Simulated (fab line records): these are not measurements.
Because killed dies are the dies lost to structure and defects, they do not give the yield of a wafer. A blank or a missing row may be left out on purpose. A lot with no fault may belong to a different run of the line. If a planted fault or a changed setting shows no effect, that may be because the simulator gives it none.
Lot-split experiment :: flow n5Finfet :: 21 wafers read across 7 lots, on a route 1938 steps long

== ABOUT THE SPLIT ==
At N5_PASSIVATION_ETCH_54 (etches SiO2 in CHF3/O2, target depth 880 nm, time 440 s), the setting timeS was moved away from the recipe's 440 s on 7 of the 21 wafers read, by -19.0% to +16.7%. All remaining wafers had this setting at the recipe value.

The reading is taken at the split's own step.

== THE READING ==
etch.depthNm (the simulator's own value, which no gauge read), in nm, at N5_PASSIVATION_ETCH_54 (etches SiO2 in CHF3/O2, target depth 880 nm, time 440 s). There is no usual value for it anywhere in the file. The 14 wafers here that ran the recipe average 878.0 nm, standard deviation 17 nm.

wafer: L079.1
tool, chamber at the split: rieDiel-05, 2
timeS as run, s: 356.6
against the recipe: -19.0%
etch.depthNm, nm: 707.4
against lot-mates on the recipe: -170.9

wafer: L079.4
tool, chamber at the split: rieDiel-05, 3
timeS as run, s: 356.6
against the recipe: -19.0%
etch.depthNm, nm: 712.7
against lot-mates on the recipe: -165.6

wafer: L079.5
tool, chamber at the split: rieDiel-05, 1
timeS as run, s: 440
against the recipe: recipe
etch.depthNm, nm: 878.3
against lot-mates on the recipe: -

wafer: L081.2
tool, chamber at the split: rieDiel-05, 1
timeS as run, s: 413.7
against the recipe: -6.0%
etch.depthNm, nm: 823.6
against lot-mates on the recipe: -72.6

wafer: L081.3
tool, chamber at the split: rieDiel-05, 0
timeS as run, s: 440
against the recipe: recipe
etch.depthNm, nm: 892.1
against lot-mates on the recipe: -

wafer: L081.6
tool, chamber at the split: rieDiel-05, 0
timeS as run, s: 440
against the recipe: recipe
etch.depthNm, nm: 900.4
against lot-mates on the recipe: -

wafer: L083.1
tool, chamber at the split: rieDiel-03, 3
timeS as run, s: 362.7
against the recipe: -17.6%
etch.depthNm, nm: 752.9
against lot-mates on the recipe: -144.4

wafer: L083.3
tool, chamber at the split: rieDiel-03, 2
timeS as run, s: 440
against the recipe: recipe
etch.depthNm, nm: 893.4
against lot-mates on the recipe: -

wafer: L083.5
tool, chamber at the split: rieDiel-03, 1
timeS as run, s: 440
against the recipe: recipe
etch.depthNm, nm: 901.3
against lot-mates on the recipe: -

wafer: L090.1
tool, chamber at the split: rieDiel-05, 1
timeS as run, s: 440
against the recipe: recipe
etch.depthNm, nm: 888.8
against lot-mates on the recipe: -

wafer: L090.5
tool, chamber at the split: rieDiel-05, 3
timeS as run, s: 440
against the recipe: recipe
etch.depthNm, nm: 880.3
against lot-mates on the recipe: -

wafer: L090.6
tool, chamber at the split: rieDiel-05, 2
timeS as run, s: 440
against the recipe: recipe
etch.depthNm, nm: 866.2
against lot-mates on the recipe: -

wafer: L091.1
tool, chamber at the split: rieDiel-02, 3
timeS as run, s: 513.3
against the recipe: +16.7%
etch.depthNm, nm: 1039
against lot-mates on the recipe: +177.5

wafer: L091.2
tool, chamber at the split: rieDiel-02, 0
timeS as run, s: 440
against the recipe: recipe
etch.depthNm, nm: 855.1
against lot-mates on the recipe: -

wafer: L091.5
tool, chamber at the split: rieDiel-02, 2
timeS as run, s: 440
against the recipe: recipe
etch.depthNm, nm: 867.9
against lot-mates on the recipe: -

wafer: L086.3
tool, chamber at the split: rieDiel-05, 0
timeS as run, s: 361.6
against the recipe: -17.8%
etch.depthNm, nm: 737.3
against lot-mates on the recipe: -133.1

wafer: L086.5
tool, chamber at the split: rieDiel-05, 3
timeS as run, s: 361.6
against the recipe: -17.8%
etch.depthNm, nm: 716.2
against lot-mates on the recipe: -154.2

wafer: L086.6
tool, chamber at the split: rieDiel-05, 2
timeS as run, s: 440
against the recipe: recipe
etch.depthNm, nm: 870.4
against lot-mates on the recipe: -

wafer: L092.4
tool, chamber at the split: rieDiel-02, 0
timeS as run, s: 440
against the recipe: recipe
etch.depthNm, nm: 840.8
against lot-mates on the recipe: -

wafer: L092.5
tool, chamber at the split: rieDiel-02, 3
timeS as run, s: 440
against the recipe: recipe
etch.depthNm, nm: 892.5
against lot-mates on the recipe: -

wafer: L092.6
tool, chamber at the split: rieDiel-02, 1
timeS as run, s: 440
against the recipe: recipe
etch.depthNm, nm: 864.6
against lot-mates on the recipe: -

THE FIT
A straight line over all 21 wafers: etch.depthNm changes by +8.66 nm for each +1% of timeS; r = +0.98; the points scatter about the line by 17 nm.
The same after taking each lot's own level away (the mean of its wafers on the recipe; 21 wafers): +8.93 nm for each +1%; r = +0.99; scatter 14 nm.
Per that fit: largest timeS move, reading shift of 1.7e+02 nm.
Across the lots, their own levels run from 861.50 to 897.35 nm, a range of 2.1 times the standard deviation given above.
Hence the lot-to-lot level has little effect on the slope; both slopes agree.
Check: -166 nm against its lot-mates is what the line predicts for one of the wafers moved furthest among these (-19.0%) when that wafer is left out of the fit. It came out at -171 nm against them.

== THE OTHER SPLITS THESE WAFERS WENT THROUGH ==
Note: prior to the reading, these wafers also went through further splits. Each is held against what the fit with the lots' levels taken away leaves over:
other split on the same wafers: N5_BEOL_M14_DEVELOP_27 developTimeS
wafers away from the commonest value: 7
r with etch.depthNm (lot level and that fit taken away): -0.10

other split on the same wafers: N5_BEOL_M14_SPUTTER_43 powerW
wafers away from the commonest value: 3
r with etch.depthNm (lot level and that fit taken away): -0.03

other split on the same wafers: N5_MIM_TOP_SPUTTER_03 powerW
wafers away from the commonest value: 10
r with etch.depthNm (lot level and that fit taken away): +0.21

== THE WHOLE CHAIN: every reading that the file lists as answering this split, in the file's order ==
step: N5_PASSIVATION_ETCH_54
what it does: etches SiO2 in CHF3/O2, target depth 880 nm, time 440 s
reading: PASSIVATION.featureDepthNm (the simulator's own value, which no gauge read)
change (the file's fit): +8.99 nm for each +1% of the setting
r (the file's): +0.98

step: N5_PASSIVATION_ETCH_54
what it does: etches SiO2 in CHF3/O2, target depth 880 nm, time 440 s
reading: etch.depthNm (the simulator's own value, which no gauge read)
change (the file's fit): +8.99 nm for each +1% of the setting
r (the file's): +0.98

== THE FILE'S OWN FIT ==
etch.depthNm changes by +8.99 nm for each +1% of timeS, r = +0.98.
